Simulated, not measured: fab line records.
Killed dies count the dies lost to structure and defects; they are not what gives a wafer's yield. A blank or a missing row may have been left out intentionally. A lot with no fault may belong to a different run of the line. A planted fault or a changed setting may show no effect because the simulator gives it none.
Which of the tools did it? + flow n5Finfet + 15 lots, 45 wafers sampled, at 6 steps of a route of 1938

## WHAT THE GAUGES READ, wafer by wafer
N5_BEOL_M12_INSPECT_55: inspects for defects (darkfield). Usual: rawDefectCount reads 70 (standard deviation 22).
| lot  | measured     | on               | rawDefectCount | flag |
|------|--------------|------------------|----------------|------|
| L121 | day 10 09:49 | defectInspect-02 | 71 81 61       |      |
| L122 | day 11 00:09 | defectInspect-02 | 65 69 63       |      |
| L124 | day 11 08:49 | defectInspect-02 | 87 86 118      |      |
| L125 | day 12 00:11 | defectInspect-01 | 59 98 101      |      |
| L126 | day 12 00:20 | defectInspect-02 | 52 45 34       |      |
| L128 | day 12 04:38 | defectInspect-02 | 108 79 86      |      |
| L127 | day 12 17:40 | defectInspect-02 | 70 69 59       |      |
| L131 | day 13 08:05 | defectInspect-02 | 83 69 71       |      |
| L136 | day 14 12:54 | defectInspect-01 | 67 89 100      |      |
| L138 | day 15 03:57 | defectInspect-02 | 40 66 68       |      |
| L140 | day 15 13:40 | defectInspect-01 | 68 64 67       |      |
| L137 | day 15 14:04 | defectInspect-01 | 56 43 38       |      |
| L139 | day 15 20:31 | defectInspect-02 | 72 54 63       |      |
| L141 | day 16 10:46 | defectInspect-02 | 110 53 75      |      |
| L142 | day 16 15:47 | defectInspect-01 | 80 46 103      |      |

N5_BEOL_M13_CD_MEAS_17: target cd 190 nm. Usual: cdNm reads 190.2 nm (standard deviation 1.9).
| lot  | measured     | on       | cdNm (nm)         | flag |
|------|--------------|----------|-------------------|------|
| L121 | day 10 10:55 | cdSem-01 | 190.7 191.0 191.5 |      |
| L122 | day 11 01:20 | cdSem-01 | 193.2 191.2 189.8 |      |
| L124 | day 11 10:26 | cdSem-03 | 192.5 192.4 192.4 |      |
| L125 | day 12 01:18 | cdSem-01 | 192.0 194.3 191.1 |      |
| L126 | day 12 01:28 | cdSem-03 | - - -             | OFF  |
| L128 | day 12 06:10 | cdSem-01 | - - -             | OFF  |
| L127 | day 12 18:53 | cdSem-03 | - - -             | OFF  |
| L131 | day 13 09:14 | cdSem-03 | 188.5 187.8 188.9 |      |
| L136 | day 14 14:22 | cdSem-02 | 187.9 190.9 192.2 |      |
| L138 | day 15 05:04 | cdSem-02 | 189.6 191.6 191.4 |      |
| L140 | day 15 14:49 | cdSem-01 | 190.1 191.3 192.7 |      |
| L137 | day 15 15:11 | cdSem-02 | 191.5 188.8 191.2 |      |
| L139 | day 15 21:38 | cdSem-02 | 192.0 191.9 193.1 |      |
| L141 | day 16 12:01 | cdSem-02 | 191.8 191.4 190.9 |      |
| L142 | day 16 17:01 | cdSem-01 | 190.4 190.7 191.5 |      |

## WHICH TOOL RAN EACH LOT (tool, then ch and the chambers of the sampled wafers, then the start)
| lot  | N5_BEOL_M12_SPUTTER_43      | N5_BEOL_M12_ANNEAL_48           | N5_BEOL_M13_ILD_DEP_00          | N5_BEOL_M13_VIA_ETCH_16           |
|------|-----------------------------|---------------------------------|---------------------------------|-----------------------------------|
| L121 | pvdSputter-01, day 10 08:35 | rtpAnneal-02 ch 0, day 10 09:08 | pecvd-02 ch 0,1,2, day 10 09:51 | rieDiel-06 ch 0,2,3, day 10 10:29 |
| L122 | pvdSputter-03, day 10 22:56 | rtpAnneal-02 ch 0, day 10 23:25 | pecvd-03 ch 1,2, day 11 00:11   | rieDiel-01 ch 0,2,3, day 11 00:53 |
| L124 | pvdSputter-03, day 11 07:23 | rtpAnneal-01 ch 0, day 11 07:54 | pecvd-01 ch 0,2, day 11 08:52   | rieDiel-03 ch 0,2,3, day 11 09:55 |
| L125 | pvdSputter-01, day 11 22:55 | rtpAnneal-02 ch 0, day 11 23:25 | pecvd-01 ch 0,1,2, day 12 00:13 | rieDiel-06 ch 0,3, day 12 00:52   |
| L126 | pvdSputter-02, day 11 23:00 | rtpAnneal-02 ch 0, day 11 23:36 | pecvd-02 ch 0,1, day 12 00:23   | rieDiel-01 ch 0,1, day 12 01:01   |
| L128 | pvdSputter-03, day 12 02:56 | rtpAnneal-01 ch 0, day 12 03:43 | pecvd-02 ch 0,1, day 12 04:41   | rieDiel-01 ch 1,3, day 12 05:43   |
| L127 | pvdSputter-02, day 12 15:32 | rtpAnneal-02 ch 0, day 12 16:39 | pecvd-01 ch 0,1,2, day 12 17:42 | rieDiel-01 ch 1,2,3, day 12 18:27 |
| L131 | pvdSputter-01, day 13 05:43 | rtpAnneal-01 ch 0, day 13 07:02 | pecvd-01 ch 0,2, day 13 08:07   | rieDiel-03 ch 0,1,2, day 13 08:47 |
| L136 | pvdSputter-01, day 14 11:42 | rtpAnneal-02 ch 0, day 14 12:07 | pecvd-01 ch 0,2, day 14 12:56   | rieDiel-06 ch 0,2,3, day 14 13:55 |
| L138 | pvdSputter-03, day 15 02:47 | rtpAnneal-02 ch 0, day 15 03:17 | pecvd-01 ch 1,2, day 15 03:59   | rieDiel-01 ch 0,1,2, day 15 04:37 |
| L140 | pvdSputter-02, day 15 12:29 | rtpAnneal-01 ch 0, day 15 12:55 | pecvd-02 ch 0,1, day 15 13:41   | rieDiel-06 ch 0,1, day 15 14:23   |
| L137 | pvdSputter-02, day 15 12:49 | rtpAnneal-02 ch 0, day 15 13:23 | pecvd-02 ch 1,2, day 15 14:07   | rieDiel-06 ch 0,1,2, day 15 14:44 |
| L139 | pvdSputter-03, day 15 19:21 | rtpAnneal-01 ch 0, day 15 19:49 | pecvd-02 ch 0,1, day 15 20:33   | rieDiel-06 ch 0,1,3, day 15 21:11 |
| L141 | pvdSputter-02, day 16 09:22 | rtpAnneal-01 ch 0, day 16 09:59 | pecvd-01 ch 0,1,2, day 16 10:49 | rieDiel-06 ch 0,1,2, day 16 11:34 |
| L142 | pvdSputter-01, day 16 14:37 | rtpAnneal-02 ch 0, day 16 15:07 | pecvd-02 ch 0,2, day 16 15:49   | rieDiel-03 ch 0,3, day 16 16:34   |
- N5_BEOL_M12_SPUTTER_43: material TaN, target thk 15 nm, time 24.19 s.
- N5_BEOL_M12_ANNEAL_48: time 90 s.
- N5_BEOL_M13_ILD_DEP_00: deposits SiOC from DEMS/O2, target thk 837.92 nm, time 166.4 s.
- N5_BEOL_M13_VIA_ETCH_16: etches SiOC in C4F8/O2/Ar, target depth 921.7 nm.

## WHAT THE TOOLS THEMSELVES READ (means of the sampled wafers that have a number; where no wafer has one, the mark that the record gives instead)
N5_BEOL_M12_SPUTTER_43. Usual: throttleValvePct reads 30.2 % (standard deviation 1.3).
| lot  | tool          | throttleValvePct (%) | flag |
|------|---------------|----------------------|------|
| L121 | pvdSputter-01 | 29.9                 |      |
| L122 | pvdSputter-03 | 31.1                 |      |
| L124 | pvdSputter-03 | 31.4                 |      |
| L125 | pvdSputter-01 | 29.4                 |      |
| L126 | pvdSputter-02 | 29.9                 |      |
| L128 | pvdSputter-03 | 31.2                 |      |
| L127 | pvdSputter-02 | 29.9                 |      |
| L131 | pvdSputter-01 | 29.7                 |      |
| L136 | pvdSputter-01 | 29.3                 |      |
| L138 | pvdSputter-03 | 31.4                 |      |
| L140 | pvdSputter-02 | 30.5                 |      |
| L137 | pvdSputter-02 | 30.0                 |      |
| L139 | pvdSputter-03 | 31.7                 |      |
| L141 | pvdSputter-02 | 30.6                 |      |
| L142 | pvdSputter-01 | 28.2                 |      |

N5_BEOL_M12_ANNEAL_48. Usual: wafer_temp_C_max reads 226.01 (standard deviation 0.24).
| lot  | tool         | wafer_temp_C_max | flag |
|------|--------------|------------------|------|
| L121 | rtpAnneal-02 | 226.07           |      |
| L122 | rtpAnneal-02 | 225.75           |      |
| L124 | rtpAnneal-01 | 225.88           |      |
| L125 | rtpAnneal-02 | 226.30           |      |
| L126 | rtpAnneal-02 | 226.05           |      |
| L128 | rtpAnneal-01 | 225.62           |      |
| L127 | rtpAnneal-02 | 226.07           |      |
| L131 | rtpAnneal-01 | 225.89           |      |
| L136 | rtpAnneal-02 | 226.03           |      |
| L138 | rtpAnneal-02 | 226.10           |      |
| L140 | rtpAnneal-01 | 226.00           |      |
| L137 | rtpAnneal-02 | 226.15           |      |
| L139 | rtpAnneal-01 | 225.85           |      |
| L141 | rtpAnneal-01 | 225.68           |      |
| L142 | rtpAnneal-02 | 225.99           |      |

N5_BEOL_M13_ILD_DEP_00. Usual: chamberPressureTorr 5.001 Torr, standard deviation 0.0099; heaterPowerOuterW 270 W, standard deviation 63; heaterPowerW 516 W, standard deviation 110; showerheadPlenumPTorr 5.701 Torr, standard deviation 0.011; throttleValvePct 11.6 %, standard deviation 0.42.
| lot  | tool     | chamberPressureTorr (Torr) | heaterPowerOuterW (W) | heaterPowerW (W) | showerheadPlenumPTorr (Torr) | throttleValvePct (%) | flag |
|------|----------|----------------------------|-----------------------|------------------|------------------------------|----------------------|------|
| L121 | pecvd-02 | 5.001                      | 258                   | 489              | 5.712                        | 11.3                 |      |
| L122 | pecvd-03 | 5.009                      | 249                   | 500              | 5.690                        | 11.1                 |      |
| L124 | pecvd-01 | 4.994                      | 265                   | 500              | 5.702                        | 11.3                 |      |
| L125 | pecvd-01 | 4.995                      | 310                   | 581              | 5.694                        | 11.7                 |      |
| L126 | pecvd-02 | -                          | -                     | -                | -                            | -                    | OFF  |
| L128 | pecvd-02 | -                          | -                     | -                | -                            | -                    | OFF  |
| L127 | pecvd-01 | -                          | -                     | -                | -                            | -                    | OFF  |
| L131 | pecvd-01 | 5.010                      | 284                   | 528              | 5.694                        | 11.4                 |      |
| L136 | pecvd-01 | 5.004                      | 322                   | 591              | 5.690                        | 11.5                 |      |
| L138 | pecvd-01 | 5.000                      | 240                   | 474              | 5.693                        | 11.7                 |      |
| L140 | pecvd-02 | 5.006                      | 226                   | 428              | 5.707                        | 11.6                 |      |
| L137 | pecvd-02 | 5.001                      | 213                   | 408              | 5.707                        | 11.2                 |      |
| L139 | pecvd-02 | 5.010                      | 235                   | 433              | 5.699                        | 11.5                 |      |
| L141 | pecvd-01 | 5.006                      | 315                   | 588              | 5.702                        | 11.8                 |      |
| L142 | pecvd-02 | 4.993                      | 283                   | 557              | 5.696                        | 11.6                 |      |

N5_BEOL_M13_VIA_ETCH_16. Usual: O2_flow_sccm 7.998 sccm, standard deviation 0.024; drypumpMotorCurrentA 5.9 A, standard deviation 0.45; heInnerTorr 15.00 Torr, standard deviation 0.03; oesProductAu 0.70 a.u., standard deviation 0.078; rfVppV 664 V, standard deviation 4.2; showerheadPlenumPTorr 3.39 Torr, standard deviation 0.14; throttleValvePct 24.28 %, standard deviation 0.24.
| lot  | tool       | O2_flow_sccm (sccm) | drypumpMotorCurrentA (A) | heInnerTorr (Torr) | oesProductAu (a.u.) | rfVppV (V) | showerheadPlenumPTorr (Torr) | throttleValvePct (%) | flag |
|------|------------|---------------------|--------------------------|--------------------|---------------------|------------|------------------------------|----------------------|------|
| L121 | rieDiel-06 | 7.991               | 6.0                      | 15.01              | 0.75                | 661        | 3.27                         | 24.12                |      |
| L122 | rieDiel-01 | 7.987               | 5.4                      | 14.99              | 0.65                | 666        | 3.45                         | 24.48                |      |
| L124 | rieDiel-03 | 7.997               | 5.9                      | 14.98              | 0.66                | 666        | 3.45                         | 24.30                |      |
| L125 | rieDiel-06 | 8.024               | 6.1                      | 15.02              | 0.67                | 659        | 3.21                         | 23.96                |      |
| L126 | rieDiel-01 | 8.006               | 5.5                      | 15.00              | 0.31                | 666        | 3.46                         | 24.27                | OFF  |
| L128 | rieDiel-01 | 8.029               | 5.5                      | 15.01              | 0.32                | 666        | 3.46                         | 24.29                | OFF  |
| L127 | rieDiel-01 | 8.020               | 5.4                      | 15.02              | 0.30                | 667        | 3.47                         | 24.31                | OFF  |
| L131 | rieDiel-03 | 7.998               | 6.2                      | 14.98              | 0.62                | 666        | 3.42                         | 24.51                |      |
| L136 | rieDiel-06 | 7.993               | 6.0                      | 14.95              | 0.71                | 660        | 3.26                         | 24.18                |      |
| L138 | rieDiel-01 | 8.012               | 5.5                      | 15.01              | 0.75                | 666        | 3.46                         | 24.33                |      |
| L140 | rieDiel-06 | 8.014               | 6.5                      | 15.00              | 0.68                | 663        | 3.37                         | 24.06                |      |
| L137 | rieDiel-06 | 7.981               | 6.2                      | 14.99              | 0.73                | 665        | 3.40                         | 24.26                |      |
| L139 | rieDiel-06 | 7.997               | 6.3                      | 15.00              | 0.69                | 663        | 3.34                         | 24.08                |      |
| L141 | rieDiel-06 | 7.969               | 6.2                      | 15.02              | 0.73                | 665        | 3.40                         | 24.28                |      |
| L142 | rieDiel-03 | 8.003               | 5.7                      | 15.01              | 0.64                | 666        | 3.44                         | 24.44                |      |

## THE ANSWER, worked out from the rows above alone
Rule: a lot counts as off when the mean over its wafers that have a number is more than 3 standard deviations away from the usual mean. Also off: a lot with no number at a reading for which 4 or more lots have one. All remaining lots with rows at the step are treated as sound. The gauges are gone through in route order, then the tools' own readings, and for those a lot's mean is taken as printed above. At the first step where some lot is off, the reading lying furthest off is the one used; lots without a number count as furthest.
Off, at N5_BEOL_M13_CD_MEAS_17 on cdNm: L126, L128, L127. Without a number there: L126, L128, L127.
If a tool, at a process step before that reading, ran all the lots that are off and no sound lot after the first of them, it fits. The gauges at N5_BEOL_M13_CD_MEAS_17 aren't tried: what is off there is off at N5_BEOL_M13_ILD_DEP_00 too, on other tools, and a gauge's error can't cause that. Not one of the candidates tried fits.

## WHAT THE SIMULATOR PUT IN
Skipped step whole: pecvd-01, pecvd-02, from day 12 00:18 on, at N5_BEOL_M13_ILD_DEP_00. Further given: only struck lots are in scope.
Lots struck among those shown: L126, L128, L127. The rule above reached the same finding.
